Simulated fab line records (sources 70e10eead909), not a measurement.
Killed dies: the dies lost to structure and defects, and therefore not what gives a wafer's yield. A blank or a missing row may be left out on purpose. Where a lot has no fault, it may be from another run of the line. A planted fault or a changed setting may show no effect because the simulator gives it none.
What tool caused it? / flow nandHarc / 7 lots, 20 wafers sampled, at 3 steps of a route of 1159

== WHAT THE GAUGES READ, wafer by wafer ==
NHARC_A_ONON_D1_THK_MEAS_21: measures by ellipsometry.
lot=L481; measured=day 8 05:44; on=filmMetro-02; thkNm (nm)=984 984 985
lot=L484; measured=day 9 00:19; on=filmMetro-01; thkNm (nm)=992 993 992
lot=L489; measured=day 10 08:06; on=filmMetro-01; thkNm (nm)=683 996
lot=L493; measured=day 11 02:29; on=filmMetro-02; thkNm (nm)=987 987 985
lot=L495; measured=day 11 22:45; on=filmMetro-02; thkNm (nm)=1006 1005 1007
lot=L498; measured=day 12 11:09; on=filmMetro-02; thkNm (nm)=1010 1010 1009
lot=L503; measured=day 13 07:43; on=filmMetro-01; thkNm (nm)=1012 1012 1011

== EACH LOT AND THE TOOL THAT RAN IT (in order: tool; ch and the chambers of the sampled wafers; start) ==
lot=L481; NHARC_P_BONDPAD_DEGAS_25=pvdSputter-02, day 6 18:00; NHARC_A_ONON_D1_DEP_19=pecvdOnon-01 ch 0, day 8 05:17
lot=L484; NHARC_P_BONDPAD_DEGAS_25=pvdSputter-02, day 7 12:15; NHARC_A_ONON_D1_DEP_19=pecvdOnon-01 ch 0, day 8 23:55
lot=L489; NHARC_P_BONDPAD_DEGAS_25=pvdSputter-03, day 8 20:26; NHARC_A_ONON_D1_DEP_19=pecvdOnon-01 ch 0, day 10 07:43
lot=L493; NHARC_P_BONDPAD_DEGAS_25=pvdSputter-02, day 9 11:33; NHARC_A_ONON_D1_DEP_19=pecvdOnon-02 ch 0, day 11 01:58
lot=L495; NHARC_P_BONDPAD_DEGAS_25=pvdSputter-01, day 10 11:02; NHARC_A_ONON_D1_DEP_19=pecvdOnon-02 ch 0, day 11 22:18
lot=L498; NHARC_P_BONDPAD_DEGAS_25=pvdSputter-02, day 10 23:40; NHARC_A_ONON_D1_DEP_19=pecvdOnon-02 ch 0, day 12 10:45
lot=L503; NHARC_P_BONDPAD_DEGAS_25=pvdSputter-01, day 11 21:06; NHARC_A_ONON_D1_DEP_19=pecvdOnon-04 ch 0, day 13 07:16
- NHARC_P_BONDPAD_DEGAS_25: time 60 s.
- NHARC_A_ONON_D1_DEP_19: target thk 1000 nm.

== THE ANSWER, worked out from the rows above alone ==
Rule: the lots themselves supply what counts as usual. The widest of any qualifying gaps counts: lots, ordered by their means at a reading, are off when they make up no more than a third of the lots, leave a main group of 4 or more, and stand apart from it by 3 or more times the standard deviation of that group's means. A main group is skipped when, at the precision printed for the reading in the tables above, its means are all equal. Also off: a lot with no number at a reading for which 4 or more lots have one. The other lots that the step has rows for count as sound.
Off, at NHARC_A_ONON_D1_THK_MEAS_21 on thkNm: L489. Mean 998 nm and standard deviation 11 in the main group.
If a tool, at a process step before that reading, ran all the lots that are off and no sound lot after the first of them, it fits. Those tools and the gauges at NHARC_A_ONON_D1_THK_MEAS_21 are tried in the same way. Can't be told from this: 2 tools fit, pvdSputter-03 at NHARC_P_BONDPAD_DEGAS_25, pecvdOnon-01 at NHARC_A_ONON_D1_DEP_19.

== WHAT THE SIMULATOR HAD INSERTED ==
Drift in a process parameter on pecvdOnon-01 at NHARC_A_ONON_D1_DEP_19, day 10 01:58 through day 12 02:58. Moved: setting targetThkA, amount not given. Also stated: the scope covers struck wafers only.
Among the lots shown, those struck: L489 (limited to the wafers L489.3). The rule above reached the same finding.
